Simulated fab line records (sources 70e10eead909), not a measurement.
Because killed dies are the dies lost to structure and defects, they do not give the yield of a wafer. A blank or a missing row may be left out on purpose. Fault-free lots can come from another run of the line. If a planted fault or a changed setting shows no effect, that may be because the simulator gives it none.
fab line records :: flow nandHarc
[record]
  lots = 6
  wafers = 18
  lastDay = 33
route steps=1302 shown P_M1@313 P_M2@318 END@1302
lots that met no fault: from a run of the same line without faults
startH: start of the lot's first displayed wafer, in hours after the record's first day :: waitH: hours from the lot's prior step to this one :: " unchanged from the row above :: L1.1+2: one row covering several wafers at once :: - either no value or no given start :: * or withheld: withheld :: < > ~ a bound
route shown NAME@n: a module of which the file shows steps, and the number in the route of the first :: usual: average and standard deviation across the fault-free wafers :: same: alike in all rows :: chamber/n: place in a boat :: sites: each site's reading :: _std_site: standard deviation across them :: _edge_site: outer sites' mean less inner sites' :: radiusMm: how far each site lies from the wafer's centre :: mask NAME#n: copy n :: behind: the most recent tool/chamber to have shaped the wafer :: hold: what put the lot on hold/how long, in hours/how the hold closed :: device: the transistor (n, p or np) that didn't switch :: end of line: the tests these same wafers got at the end of their route :: a step given without rows: its recipe and nothing more :: killed: at the first sort, the dies lost to defects and structure; wafer yield is something else :: map: per-die view of a wafer (x killed, . not killed, _ where there is no die)
set.NAME: the setting the step ran with; set.NAME@STEP: the setting that earlier step ran with :: model.NAME: the simulator's own value behind a step, which no gauge read
certain route steps with their lots: each step a table, each wafer a row
services: from which hour (startH, from the record's first day; less than 0 if before it) a tool's chamber was out of use, for how many hours, and why
[[steps]]
[step NHARC_P_M1_SRD_25]
[step NHARC_P_M1_INSPECT_27]
[usual]
  rawDefectCount = 296/140
lot.wafer: L338.1
tool: defectInspect-01
chamber: -
startH: 156.68
waitH: 0.0
rawDefectCount: 136

lot.wafer: L338.3
tool: defectInspect-01
chamber: -
startH: 156.68
waitH: 0.0
rawDefectCount: 258

lot.wafer: L338.6
tool: defectInspect-01
chamber: -
startH: 156.68
waitH: 0.0
rawDefectCount: 127

lot.wafer: L339.4
tool: defectInspect-02
chamber: -
startH: 159.26
waitH: 0.0
rawDefectCount: 296

lot.wafer: L339.5
tool: defectInspect-02
chamber: -
startH: 159.26
waitH: 0.0
rawDefectCount: 283

lot.wafer: L339.6
tool: defectInspect-02
chamber: -
startH: 159.26
waitH: 0.0
rawDefectCount: 670

lot.wafer: L345.1
tool: defectInspect-01
chamber: -
startH: 220.52
waitH: 0.0
rawDefectCount: 236

lot.wafer: L345.2
tool: defectInspect-01
chamber: -
startH: 220.52
waitH: 0.0
rawDefectCount: 280

lot.wafer: L345.4
tool: defectInspect-01
chamber: -
startH: 220.52
waitH: 0.0
rawDefectCount: 244

lot.wafer: L349.1
tool: defectInspect-02
chamber: -
startH: 257.63
waitH: 0.0
rawDefectCount: 432

lot.wafer: L349.4
tool: defectInspect-02
chamber: -
startH: 257.63
waitH: 0.0
rawDefectCount: 490

lot.wafer: L349.6
tool: defectInspect-02
chamber: -
startH: 257.63
waitH: 0.0
rawDefectCount: 423

lot.wafer: L356.1
tool: defectInspect-02
chamber: -
startH: 329.00
waitH: 0.0
rawDefectCount: 321

lot.wafer: L356.2
tool: defectInspect-02
chamber: -
startH: 329.00
waitH: 0.0
rawDefectCount: 270

lot.wafer: L356.6
tool: defectInspect-02
chamber: -
startH: 329.00
waitH: 0.0
rawDefectCount: 233

lot.wafer: L358.2
tool: defectInspect-02
chamber: -
startH: 355.68
waitH: 0.0
rawDefectCount: 627

lot.wafer: L358.4
tool: defectInspect-02
chamber: -
startH: 355.68
waitH: 0.0
rawDefectCount: 345

lot.wafer: L358.5
tool: defectInspect-02
chamber: -
startH: 355.68
waitH: 0.0
rawDefectCount: 321
[step NHARC_P_M1_PRE_CLEAN_32]
[recipe]
  timeS = 12
  tempC = 370
  rfPowerW = 300
  gas = NH3
[usual]
  heaterPowerW = 633/73
[same]
  timeS = 12
lot.wafer: L338.3
tool: pecvd-03
chamber: 2
startH: 156.75
waitH: 0.1
heaterPowerW: 687

lot.wafer: L338.1
tool: pecvd-03
chamber: 1
startH: 156.75
waitH: 0.1
heaterPowerW: 502

lot.wafer: L338.6
tool: pecvd-03
chamber: 0
startH: 156.75
waitH: 0.1
heaterPowerW: 721

lot.wafer: L339.5
tool: pecvd-02
chamber: 1
startH: 159.37
waitH: 0.1
heaterPowerW: 648

lot.wafer: L339.4
tool: pecvd-02
chamber: 2
startH: 159.37
waitH: 0.1
heaterPowerW: 609

lot.wafer: L339.6
tool: pecvd-02
chamber: 0
startH: 159.37
waitH: 0.1
heaterPowerW: 658

lot.wafer: L345.1
tool: pecvd-03
chamber: 1
startH: 220.58
waitH: 0.1
heaterPowerW: 586

lot.wafer: L345.2
tool: pecvd-03
chamber: 0
startH: 220.58
waitH: 0.1
heaterPowerW: 768

lot.wafer: L345.4
tool: pecvd-03
chamber: 2
startH: 220.58
waitH: 0.1
heaterPowerW: 742

lot.wafer: L349.1
tool: pecvd-03
chamber: 0
startH: 257.72
waitH: 0.1
heaterPowerW: 688

lot.wafer: L349.4
tool: pecvd-03
chamber: 2
startH: 257.72
waitH: 0.1
heaterPowerW: 655

lot.wafer: L349.6
tool: pecvd-03
chamber: 0
startH: 257.72
waitH: 0.1
heaterPowerW: 717

lot.wafer: L356.1
tool: pecvd-02
chamber: 2
startH: 329.08
waitH: 0.1
heaterPowerW: 624

lot.wafer: L356.2
tool: pecvd-02
chamber: 0
startH: 329.08
waitH: 0.1
heaterPowerW: 743

lot.wafer: L356.6
tool: pecvd-02
chamber: 1
startH: 329.08
waitH: 0.1
heaterPowerW: 654

lot.wafer: L358.2
tool: pecvd-02
chamber: 1
startH: 355.76
waitH: 0.1
heaterPowerW: 598

lot.wafer: L358.5
tool: pecvd-02
chamber: 1
startH: 355.76
waitH: 0.1
heaterPowerW: 608

lot.wafer: L358.4
tool: pecvd-02
chamber: 2
startH: 355.76
waitH: 0.1
heaterPowerW: 655
[step NHARC_P_M1_DEP_33]
[recipe]
  targetThkA = 300
  tempC = 370
  targetThkNm = 30
  pressureTorr = 3
  flowSccm = 200
  rfW = 450
  material = SiCN
[usual]
  heaterPowerW = 580/73
lot.wafer: L338.3
tool: pecvd-03
chamber: 2
startH: 156.83
waitH: 0.1
heaterPowerW: 649

lot.wafer: L338.1
tool: pecvd-03
chamber: 1
startH: 156.83
waitH: 0.1
heaterPowerW: 528

lot.wafer: L338.6
tool: pecvd-03
chamber: 0
startH: 156.83
waitH: 0.1
heaterPowerW: 627

lot.wafer: L339.5
tool: pecvd-02
chamber: 1
startH: 159.53
waitH: 0.2
heaterPowerW: 588

lot.wafer: L339.4
tool: pecvd-02
chamber: 2
startH: 159.53
waitH: 0.2
heaterPowerW: 474

lot.wafer: L339.6
tool: pecvd-02
chamber: 0
startH: 159.53
waitH: 0.2
heaterPowerW: 657

lot.wafer: L345.1
tool: pecvd-03
chamber: 1
startH: 220.66
waitH: 0.1
heaterPowerW: 463

lot.wafer: L345.2
tool: pecvd-03
chamber: 0
startH: 220.66
waitH: 0.1
heaterPowerW: 633

lot.wafer: L345.4
tool: pecvd-03
chamber: 2
startH: 220.66
waitH: 0.1
heaterPowerW: 651

lot.wafer: L349.1
tool: pecvd-03
chamber: 0
startH: 257.88
waitH: 0.1
heaterPowerW: 603

lot.wafer: L349.4
tool: pecvd-03
chamber: 2
startH: 257.88
waitH: 0.1
heaterPowerW: 589

lot.wafer: L349.6
tool: pecvd-03
chamber: 0
startH: 257.88
waitH: 0.1
heaterPowerW: 625

lot.wafer: L356.1
tool: pecvd-02
chamber: 2
startH: 329.19
waitH: 0.1
heaterPowerW: 597

lot.wafer: L356.2
tool: pecvd-02
chamber: 0
startH: 329.19
waitH: 0.1
heaterPowerW: 676

lot.wafer: L356.6
tool: pecvd-02
chamber: 1
startH: 329.19
waitH: 0.1
heaterPowerW: 572

lot.wafer: L358.2
tool: pecvd-02
chamber: 1
startH: 355.87
waitH: 0.1
heaterPowerW: 565

lot.wafer: L358.5
tool: pecvd-02
chamber: 1
startH: 355.87
waitH: 0.1
heaterPowerW: 553

lot.wafer: L358.4
tool: pecvd-02
chamber: 2
startH: 355.87
waitH: 0.1
heaterPowerW: 621
[step NHARC_P_M2_DEP_00]
[recipe]
  targetThkA = 1825
  targetThkNm = 182.5
  tempC = withheld
  pressureTorr = 5
  flowSccm = 200
  rfW = 600
  material = SiOC
[step NHARC_P_M2_DEHYDRATE_01]
[recipe]
  tempC = 150
  timeS = 120
[step NHARC_P_M2_HMDS_02]
[recipe]
  timeS = 30
[step NHARC_P_M2_COAT_34]
[recipe]
  tempC = 200
  timeS = 65
[step NHARC_P_M2_COAT_03]
[recipe]
  spinRpm = 1500
  resistThkNm = 90
[step NHARC_P_M2_SOFTBAKE_04]
[recipe]
  tempC = 105
  timeS = 55
[step NHARC_P_M2_EBR_05]
[step NHARC_P_M2_EXPOSE_06]
[recipe]
  na = 1.35
  targetCdNm = 170
  doseMj = 80.78
  maskId = P_M2
lot.wafer: L338.1+3+6
tool: arfiScanner-03
chamber: 0
startH: 157.81
waitH: -
mask: P_M2#0
model.P_M2.overlayXNm: 0.4479

lot.wafer: L339.4+5+6
tool: arfiScanner-01
chamber: 0
startH: 160.53
waitH: -
mask: P_M2#0
model.P_M2.overlayXNm: -0.1443

lot.wafer: L345.1+2+4
tool: arfiScanner-01
chamber: 0
startH: 221.78
waitH: -
mask: P_M2#0
model.P_M2.overlayXNm: 40.44

lot.wafer: L349.1+4+6
tool: arfiScanner-01
chamber: 0
startH: 259.05
waitH: -
mask: P_M2#0
model.P_M2.overlayXNm: 41.39

lot.wafer: L356.1+2+6
tool: arfiScanner-03
chamber: 0
startH: 330.26
waitH: -
mask: P_M2#0
model.P_M2.overlayXNm: -0.2176

lot.wafer: L358.2+4+5
tool: arfiScanner-02
chamber: 0
startH: 356.94
waitH: -
mask: P_M2#0
model.P_M2.overlayXNm: 1.539
[step NHARC_P_M2_PEB_07]
[recipe]
  pebTempC = 100
  pebTimeS = 65
[step NHARC_P_M2_DEVELOP_08]
[recipe]
  developTimeS = 35
  devTempC = 23
[step NHARC_P_M2_CD_MEAS_09]
[recipe]
  targetCdNm = 170
  landingEnergyEv = 500
[usual]
  cdNm = 169.9/0.62
lot.wafer: L338.1
tool: cdSem-02
chamber: 0
startH: 157.95
waitH: -
cdNm: 170.1

lot.wafer: L338.3
tool: cdSem-02
chamber: 0
startH: 157.95
waitH: -
cdNm: 169.9

lot.wafer: L338.6
tool: cdSem-02
chamber: 0
startH: 157.95
waitH: -
cdNm: 170.4

lot.wafer: L339.4
tool: cdSem-02
chamber: 0
startH: 160.66
waitH: -
cdNm: 170.1

lot.wafer: L339.5
tool: cdSem-02
chamber: 0
startH: 160.66
waitH: -
cdNm: 170.9

lot.wafer: L339.6
tool: cdSem-02
chamber: 0
startH: 160.66
waitH: -
cdNm: 170.0

lot.wafer: L345.1
tool: cdSem-02
chamber: 0
startH: 221.91
waitH: -
cdNm: 169.6

lot.wafer: L345.2
tool: cdSem-02
chamber: 0
startH: 221.91
waitH: -
cdNm: 170.2

lot.wafer: L345.4
tool: cdSem-02
chamber: 0
startH: 221.91
waitH: -
cdNm: 170.3

lot.wafer: L349.1
tool: cdSem-02
chamber: 0
startH: 259.19
waitH: -
cdNm: 170.1

lot.wafer: L349.4
tool: cdSem-02
chamber: 0
startH: 259.19
waitH: -
cdNm: 169.8

lot.wafer: L349.6
tool: cdSem-02
chamber: 0
startH: 259.19
waitH: -
cdNm: 170.5

lot.wafer: L356.1
tool: cdSem-02
chamber: 0
startH: 330.40
waitH: -
cdNm: 169.6

lot.wafer: L356.2
tool: cdSem-02
chamber: 0
startH: 330.40
waitH: -
cdNm: 169.8

lot.wafer: L356.6
tool: cdSem-02
chamber: 0
startH: 330.40
waitH: -
cdNm: 170.0

lot.wafer: L358.2
tool: cdSem-01
chamber: 0
startH: 357.08
waitH: -
cdNm: 170.9

lot.wafer: L358.4
tool: cdSem-01
chamber: 0
startH: 357.08
waitH: -
cdNm: 170.5

lot.wafer: L358.5
tool: cdSem-01
chamber: 0
startH: 357.08
waitH: -
cdNm: 169.7
[step NHARC_P_M2_OVL_MEAS_10]
[recipe]
  pitchNm = 340
[usual]
  overlayXNm = 0.1/0.79
  overlayYNm = -0.1/0.99
lot.wafer: L338.1
tool: overlay-01
chamber: -
startH: 158.04
waitH: -
overlayXNm: 0.4
overlayYNm: -0.7

lot.wafer: L338.3
tool: overlay-01
chamber: -
startH: 158.04
waitH: -
overlayXNm: 0.3
overlayYNm: 0.2

lot.wafer: L338.6
tool: overlay-01
chamber: -
startH: 158.04
waitH: -
overlayXNm: 0.5
overlayYNm: -0.5

lot.wafer: L339.4
tool: overlay-02
chamber: -
startH: 160.74
waitH: -
overlayXNm: 0.0
overlayYNm: -1.2

lot.wafer: L339.5
tool: overlay-02
chamber: -
startH: 160.74
waitH: -
overlayXNm: -0.3
overlayYNm: -1.2

lot.wafer: L339.6
tool: overlay-02
chamber: -
startH: 160.74
waitH: -
overlayXNm: -0.7
overlayYNm: -1.5

lot.wafer: L345.1
tool: overlay-02
chamber: -
startH: 222.00
waitH: -
overlayXNm: 40.7
overlayYNm: 0.5

lot.wafer: L345.2
tool: overlay-02
chamber: -
startH: 222.00
waitH: -
overlayXNm: 40.5
overlayYNm: 0.8

lot.wafer: L345.4
tool: overlay-02
chamber: -
startH: 222.00
waitH: -
overlayXNm: 40.2
overlayYNm: 0.3

lot.wafer: L349.1
tool: overlay-01
chamber: -
startH: 259.28
waitH: -
overlayXNm: 41.5
overlayYNm: 0.5

lot.wafer: L349.4
tool: overlay-01
chamber: -
startH: 259.28
waitH: -
overlayXNm: 41.0
overlayYNm: 0.2

lot.wafer: L349.6
tool: overlay-01
chamber: -
startH: 259.28
waitH: -
overlayXNm: 41.3
overlayYNm: 0.1

lot.wafer: L356.1
tool: overlay-02
chamber: -
startH: 330.48
waitH: -
overlayXNm: 0.0
overlayYNm: 0.2

lot.wafer: L356.2
tool: overlay-02
chamber: -
startH: 330.48
waitH: -
overlayXNm: -0.2
overlayYNm: -0.3

lot.wafer: L356.6
tool: overlay-02
chamber: -
startH: 330.48
waitH: -
overlayXNm: -0.1
overlayYNm: -0.1

lot.wafer: L358.2
tool: overlay-01
chamber: -
startH: 357.16
waitH: -
overlayXNm: 1.7
overlayYNm: -0.5

lot.wafer: L358.4
tool: overlay-01
chamber: -
startH: 357.16
waitH: -
overlayXNm: 1.2
overlayYNm: -0.1

lot.wafer: L358.5
tool: overlay-01
chamber: -
startH: 357.16
waitH: -
overlayXNm: 1.8
overlayYNm: -0.1
[step NHARC_P_M2_INSPECT_11]
[usual]
  rawDefectCount = 4.5/2.6
lot.wafer: L338.1
tool: defectInspect-02
chamber: -
startH: 158.07
waitH: 0.0
rawDefectCount: 3

lot.wafer: L338.3
tool: defectInspect-02
chamber: -
startH: 158.07
waitH: 0.0
rawDefectCount: 5

lot.wafer: L338.6
tool: defectInspect-02
chamber: -
startH: 158.07
waitH: 0.0
rawDefectCount: 4

lot.wafer: L339.4
tool: defectInspect-02
chamber: -
startH: 160.78
waitH: 0.0
rawDefectCount: 8

lot.wafer: L339.5
tool: defectInspect-02
chamber: -
startH: 160.78
waitH: 0.0
rawDefectCount: 2

lot.wafer: L339.6
tool: defectInspect-02
chamber: -
startH: 160.78
waitH: 0.0
rawDefectCount: 5

lot.wafer: L345.1
tool: defectInspect-02
chamber: -
startH: 222.04
waitH: 0.0
rawDefectCount: 3

lot.wafer: L345.2
tool: defectInspect-02
chamber: -
startH: 222.04
waitH: 0.0
rawDefectCount: 4

lot.wafer: L345.4
tool: defectInspect-02
chamber: -
startH: 222.04
waitH: 0.0
rawDefectCount: 5

lot.wafer: L349.1
tool: defectInspect-02
chamber: -
startH: 259.32
waitH: 0.0
rawDefectCount: 0

lot.wafer: L349.4
tool: defectInspect-02
chamber: -
startH: 259.32
waitH: 0.0
rawDefectCount: 6

lot.wafer: L349.6
tool: defectInspect-02
chamber: -
startH: 259.32
waitH: 0.0
rawDefectCount: 2

lot.wafer: L356.1
tool: defectInspect-01
chamber: -
startH: 330.52
waitH: 0.0
rawDefectCount: 3

lot.wafer: L356.2
tool: defectInspect-01
chamber: -
startH: 330.52
waitH: 0.0
rawDefectCount: 2

lot.wafer: L356.6
tool: defectInspect-01
chamber: -
startH: 330.52
waitH: 0.0
rawDefectCount: 4

lot.wafer: L358.2
tool: defectInspect-01
chamber: -
startH: 357.20
waitH: 0.0
rawDefectCount: 1

lot.wafer: L358.4
tool: defectInspect-01
chamber: -
startH: 357.20
waitH: 0.0
rawDefectCount: 5

lot.wafer: L358.5
tool: defectInspect-01
chamber: -
startH: 357.20
waitH: 0.0
rawDefectCount: 5
[step NHARC_END_SORT_01]
[recipe]
  tempC = 25
[usual]
  defectLimitedYield = 91.4/2.5
  killedAtArray = 54/17
  killedAtOther = 1.0/1.4
  killedAtPeriphery = 3.6/2.1
  killedDies = 58/17
  killedOpen = 3.2/2
  killedShort = 2.5/1.5
[same]
  grossDies = 677
lot.wafer: L339.4
tool: prober-01
chamber: 0
startH: 581.31
waitH: 3.4
defectLimitedYield[%]: 95.0
killedAtArray: 28
killedAtOther: 0
killedAtPeriphery: 6
killedDies: 34
killedOpen: 2
killedShort: 2

lot.wafer: L339.5
tool: prober-01
chamber: 0
startH: 582.12
waitH: 3.7
defectLimitedYield[%]: 94.4
killedAtArray: 37
killedAtOther: 0
killedAtPeriphery: 1
killedDies: 38
killedOpen: 4
killedShort: 2

lot.wafer: L339.6
tool: prober-01
chamber: 0
startH: 582.93
waitH: 4.1
defectLimitedYield[%]: 90.0
killedAtArray: 59
killedAtOther: 0
killedAtPeriphery: 9
killedDies: 68
killedOpen: 9
killedShort: 3

lot.wafer: L338.1
tool: prober-01
chamber: 0
startH: 586.73
waitH: 2.5
defectLimitedYield[%]: 90.1
killedAtArray: 65
killedAtOther: 0
killedAtPeriphery: 2
killedDies: 67
killedOpen: 3
killedShort: 1

lot.wafer: L338.3
tool: prober-01
chamber: 0
startH: 588.34
waitH: 3.1
defectLimitedYield[%]: 87.3
killedAtArray: 84
killedAtOther: 0
killedAtPeriphery: 2
killedDies: 86
killedOpen: 5
killedShort: 2

lot.wafer: L338.6
tool: prober-01
chamber: 0
startH: 590.75
waitH: 4.0
defectLimitedYield[%]: 86.3
killedAtArray: 87
killedAtOther: 1
killedAtPeriphery: 5
killedDies: 93
killedOpen: 3
killedShort: 3

lot.wafer: L345.1
tool: prober-02
chamber: 0
startH: 638.26
waitH: 2.5
defectLimitedYield[%]: 94.1
killedAtArray: 33
killedAtOther: 2
killedAtPeriphery: 5
killedDies: 40
killedOpen: 2
killedShort: 2

lot.wafer: L345.2
tool: prober-02
chamber: 0
startH: 639.07
waitH: 2.8
defectLimitedYield[%]: 89.8
killedAtArray: 67
killedAtOther: 0
killedAtPeriphery: 2
killedDies: 69
killedOpen: 6
killedShort: 5

lot.wafer: L345.4
tool: prober-02
chamber: 0
startH: 640.70
waitH: 3.4
defectLimitedYield[%]: 91.1
killedAtArray: 54
killedAtOther: 0
killedAtPeriphery: 6
killedDies: 60
killedOpen: 2
killedShort: 3

lot.wafer: L349.1
tool: prober-02
chamber: 0
startH: 695.95
waitH: 2.5
defectLimitedYield[%]: 88.3
killedAtArray: 78
killedAtOther: 0
killedAtPeriphery: 1
killedDies: 79
killedOpen: 1
killedShort: 2

lot.wafer: L349.4
tool: prober-02
chamber: 0
startH: 698.41
waitH: 3.5
defectLimitedYield[%]: 90.1
killedAtArray: 62
killedAtOther: 1
killedAtPeriphery: 4
killedDies: 67
killedOpen: 5
killedShort: 0

lot.wafer: L349.6
tool: prober-02
chamber: 0
startH: 700.05
waitH: 4.1
defectLimitedYield[%]: 88.8
killedAtArray: 75
killedAtOther: 0
killedAtPeriphery: 1
killedDies: 76
killedOpen: 1
killedShort: 2
// killed by level:class
L339.4 A_CHANNEL_HOLE_D2:chamberFilmFlake=14 P_M0:chamberFilmFlake=4 A_CONTACT:unspecified=4 A_CHANNEL_HOLE_D1:chamberFilmFlake=2 A_CONTACT:chamberFilmFlake=2 P_CONTACT:geometricParticle:short=1 P_M0:geometricParticle:open=1 A_CHANNEL_FILL_D1:geometricParticle:open=1
L339.5 A_CHANNEL_HOLE_D2:chamberFilmFlake=14 A_CONTACT:chamberFilmFlake=6 A_STAIRCASE:chamberFilmFlake=3 A_BONDPAD:chamberFilmFlake=3 A_CHANNEL_FILL_D2:geometricParticle:short=2 A_CHANNEL_HOLE_D1:chamberFilmFlake=2 A_CHANNEL_FILL_D2:chamberFilmFlake=2 P_CONTACT:geometricParticle:open=1
L339.6 A_CHANNEL_HOLE_D2:chamberFilmFlake=40 A_CONTACT:chamberFilmFlake=6 A_CHANNEL_HOLE_D1:chamberFilmFlake=3 P_CONTACT:geometricParticle:open=2 P_M0:chamberFilmFlake=2 P_GATE:geometricParticle:open=1 P_M0:geometricParticle:short=1 P_M1:geometricParticle:open=1
L338.1 A_CHANNEL_HOLE_D1:chamberFilmFlake=27 A_SLIT:chamberFilmFlake=26 A_CHANNEL_HOLE_D2:chamberFilmFlake=5 A_STAIRCASE:chamberFilmFlake=2 P_M1:geometricParticle:open=1 A_ONON_D2:geometricParticle:open=1 A_SGD_CUT:geometricParticle:short=1 A_BLC:geometricParticle:open=1
L338.3 A_SLIT:chamberFilmFlake=33 A_CHANNEL_HOLE_D1:chamberFilmFlake=28 A_CHANNEL_HOLE_D2:chamberFilmFlake=15 P_CONTACT:geometricParticle:open=2 A_CHANNEL_FILL_D1:geometricParticle:open=1 A_ONON_D2:geometricParticle:short=1 A_CHANNEL_HOLE_D2:geometricParticle:short=1 A_SGD_CUT:geometricParticle:open=1
L338.6 A_CHANNEL_HOLE_D1:chamberFilmFlake=35 A_SLIT:chamberFilmFlake=27 A_CHANNEL_HOLE_D2:chamberFilmFlake=16 P_ZERO_WELL:chamberFilmFlake=2 A_BONDPAD:chamberFilmFlake=2 P_CONTACT:geometricParticle:open=1 P_M0:geometricParticle:short=1 P_M1:geometricParticle:open=1
L345.1 A_CHANNEL_HOLE_D2:chamberFilmFlake=13 A_CHANNEL_HOLE_D1:chamberFilmFlake=9 A_STAIRCASE:chamberFilmFlake=5 P_STI:chamberFilmFlake=2 P_M2:chamberFilmFlake=2 THIN_TSV:chamberFilmFlake=2 A_ONON_D1:geometricParticle:short=1 A_CHANNEL_HOLE_D1:geometricParticle:open=1
L345.2 A_CHANNEL_HOLE_D2:chamberFilmFlake=26 A_CHANNEL_HOLE_D1:chamberFilmFlake=22 A_STAIRCASE:chamberFilmFlake=4 A_CHANNEL_FILL_D1:geometricParticle:open=3 A_CHANNEL_FILL_D1:geometricParticle:short=3 A_CONTACT:chamberFilmFlake=2 P_CONTACT:geometricParticle:open=1 A_ONON_D1:geometricParticle:open=1
L345.4 A_CHANNEL_HOLE_D1:chamberFilmFlake=32 A_CHANNEL_HOLE_D2:chamberFilmFlake=10 A_STAIRCASE:chamberFilmFlake=5 P_M1:geometricParticle:short=2 A_CHANNEL_FILL_D2:geometricParticle:open=2 P_GATE:chamberFilmFlake=2 A_DECK1_JOINT:chamberFilmFlake=2 A_M0:geometricParticle:short=1
L349.1 A_CHANNEL_HOLE_D2:chamberFilmFlake=31 A_CHANNEL_HOLE_D1:chamberFilmFlake=28 A_CHANNEL_FILL_D2:chamberFilmFlake=5 A_SGD_CUT:chamberFilmFlake=4 A_CONTACT:chamberFilmFlake=4 A_WL_FILL:chamberFilmFlake=2 P_CONTACT:geometricParticle:short=1 A_ONON_D2:geometricParticle:open=1
L349.4 A_CHANNEL_HOLE_D1:chamberFilmFlake=30 A_CHANNEL_HOLE_D2:chamberFilmFlake=20 A_CHANNEL_FILL_D2:chamberFilmFlake=3 A_SGD_CUT:chamberFilmFlake=3 P_ZERO_WELL:chamberFilmFlake=2 A_CONTACT:chamberFilmFlake=2 P_CONTACT:geometricParticle:open=1 P_M0:geometricParticle:open=1
L349.6 A_CHANNEL_HOLE_D1:chamberFilmFlake=36 A_CHANNEL_HOLE_D2:chamberFilmFlake=19 A_CONTACT:chamberFilmFlake=5 A_CHANNEL_FILL_D2:chamberFilmFlake=4 A_SGD_CUT:chamberFilmFlake=3 A_SLIT:chamberFilmFlake=3 P_CONTACT:geometricParticle:short=1 A_STAIRCASE:geometricParticle:open=1
[[services]]
tool: arfiScanner-02
chamber: -
startH: 140.00
hours: 4.0
kind: pm

tool: arfiScanner-03
chamber: -
startH: 141.50
hours: 0.2
kind: repair

tool: arfiScanner-03
chamber: -
startH: 161.72
hours: 0.5
kind: repair

tool: pecvd-03
chamber: -
startH: 185.25
hours: 13.0
kind: pm

tool: pecvd-03
chamber: 0
startH: 185.25
hours: 13.0
kind: ventCycle

tool: pecvd-03
chamber: 1
startH: 185.25
hours: 13.0
kind: ventCycle

tool: pecvd-03
chamber: 2
startH: 185.25
hours: 13.0
kind: ventCycle

tool: arfiScanner-03
chamber: -
startH: 191.80
hours: 1.4
kind: repair

tool: arfiScanner-03
chamber: -
startH: 193.50
hours: 0.4
kind: repair

tool: pecvd-03
chamber: 0
startH: 198.25
hours: -
kind: clean

tool: pecvd-03
chamber: 1
startH: 198.25
hours: -
kind: clean

tool: pecvd-03
chamber: 2
startH: 198.25
hours: -
kind: clean

tool: arfiScanner-03
chamber: -
startH: 206.07
hours: 4.0
kind: pm

tool: pecvd-02
chamber: -
startH: 227.41
hours: 13.0
kind: pm

tool: arfiScanner-02
chamber: -
startH: 233.67
hours: 1.1
kind: repair

tool: pecvd-03
chamber: -
startH: 233.94
hours: 0.7
kind: repair

tool: arfiScanner-01
chamber: -
startH: 247.92
hours: 0.2
kind: repair

tool: arfiScanner-01
chamber: -
startH: 252.00
hours: 4.0
kind: pm

tool: pecvd-03
chamber: 1
startH: 254.41
hours: 4.9
kind: repair

tool: arfiScanner-03
chamber: -
startH: 263.10
hours: 3.7
kind: repair

tool: arfiScanner-03
chamber: -
startH: 274.26
hours: 2.6
kind: repair

tool: pecvd-03
chamber: 1
startH: 285.71
hours: 4.9
kind: repair

tool: arfiScanner-02
chamber: -
startH: 312.00
hours: 4.0
kind: pm

tool: pecvd-03
chamber: 2
startH: 326.94
hours: 4.7
kind: repair
[[key]]
[firstSign]
  step = NHARC_P_M2_OVL_MEAS_10
  reading = overlayXNm
  direction = up
  sigmas = 52
  usual = 0.1
  struck = 40.9
effect none on later readings
[modelEffect]
  step = NHARC_P_M2_EXPOSE_06
  value = P_M2.overlayXNm
  without = -0.2159
  struck = 40.92
metAt NHARC_P_M2_EXPOSE_06
struckWafers L345.1,L345.2,L345.4,L349.1,L349.4,L349.6
onsetBetween 160.53 221.78
alsoFits NHARC_P_M1_PRE_CLEAN_32:pecvd-03,NHARC_P_M1_DEP_33:pecvd-03
[fault]
  kind = scannerMatchingOverlay
  tool = arfiScanner-01
  chamber = -
  onsetH = 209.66
  steps = NHARC_P_M2_EXPOSE_06
  offset = 41.134
